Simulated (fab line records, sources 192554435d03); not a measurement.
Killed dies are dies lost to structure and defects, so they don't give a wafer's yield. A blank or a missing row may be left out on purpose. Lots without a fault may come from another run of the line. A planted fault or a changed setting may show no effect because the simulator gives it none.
Chamber matching | flow n5_finfet | N5_BEOL_M14_ILD_DEP_00 on pecvd-04: 3 sister chambers
The step deposits SiO2 from TEOS/O2, target thk 1119.3 nm, time 237.4 s. 14 wafers are shown with their chamber, then 7 later ones without.

WAFERS WITH THEIR CHAMBER
wafer  | chamber | throttle_valve_pct (%) | showerhead_plenum_p_Torr (Torr) | heater_power_w (W)
L375.2 | 2       | 17.2                   | 8.38                            | 412
L375.3 | 0       | 20.6                   | 8.38                            | 476
L375.5 | 0       | 20.5                   | 8.36                            | 368
L377.2 | 1       | 17.6                   | 8.28                            | 544
L377.4 | 1       | 17.8                   | 8.26                            | 397
L377.5 | 2       | 17.5                   | 8.38                            | 532
L381.1 | 2       | 17.4                   | 8.40                            | 514
L381.3 | 0       | 20.4                   | 8.35                            | 479
L381.4 | 1       | 17.6                   | 8.29                            | 508
L385.1 | 0       | 20.6                   | 8.36                            | 504
L385.3 | 2       | 17.3                   | 8.38                            | 474
L385.4 | 1       | 17.9                   | 8.26                            | 408
L388.3 | 1       | 17.7                   | 8.27                            | 474
L388.5 | 0       | 20.6                   | 8.36                            | 479

SIGNATURES (means of the wafers above)
reading                  | chamber 0 | chamber 1 | chamber 2 | scatter within a chamber
throttle_valve_pct       | 20.540    | 17.720    | 17.350    | 0.117
showerhead_plenum_p_Torr | 8.3620    | 8.2720    | 8.3850    | 0.0115
heater_power_w           | 461.20    | 466.20    | 483.00    | 57.1
Rule: a wafer's distance from a chamber is the root of the sum, over the readings, of the square of ((its reading less the chamber's mean) divided by the reading's scatter). The wafer belongs to the nearest chamber; if the next one is less than 2 further off, it can't be placed. The scatter: the root of (the sum of the squares of (reading less its chamber's mean) over the shown wafers, divided by (wafers less chambers)).

WAFERS WITHOUT THEIR CHAMBER
wafer  | throttle_valve_pct (%) | showerhead_plenum_p_Torr (Torr) | heater_power_w (W)
L388.6 | 17.6                   | 8.28                            | 523
L392.1 | 17.9                   | 8.28                            | 529
L392.2 | 17.6                   | 8.37                            | 477
L392.4 | 18.2                   | 8.28                            | 410
L394.1 | 18.1                   | 8.29                            | 512
L394.3 | 17.5                   | 8.39                            | 548
L394.6 | 17.4                   | 8.39                            | 409

WHICH CHAMBER EACH WENT THROUGH
wafer  | from the rows above | in truth
L388.6 | 1                   | 1
L392.1 | 1                   | 1
L392.2 | 2                   | 2
L392.4 | 1                   | 1
L394.1 | 1                   | 1
L394.3 | 2                   | 2
L394.6 | 2                   | 2
Placed correctly: 7 of 7. Can't be placed from these rows: 0. Placed wrongly: 0.
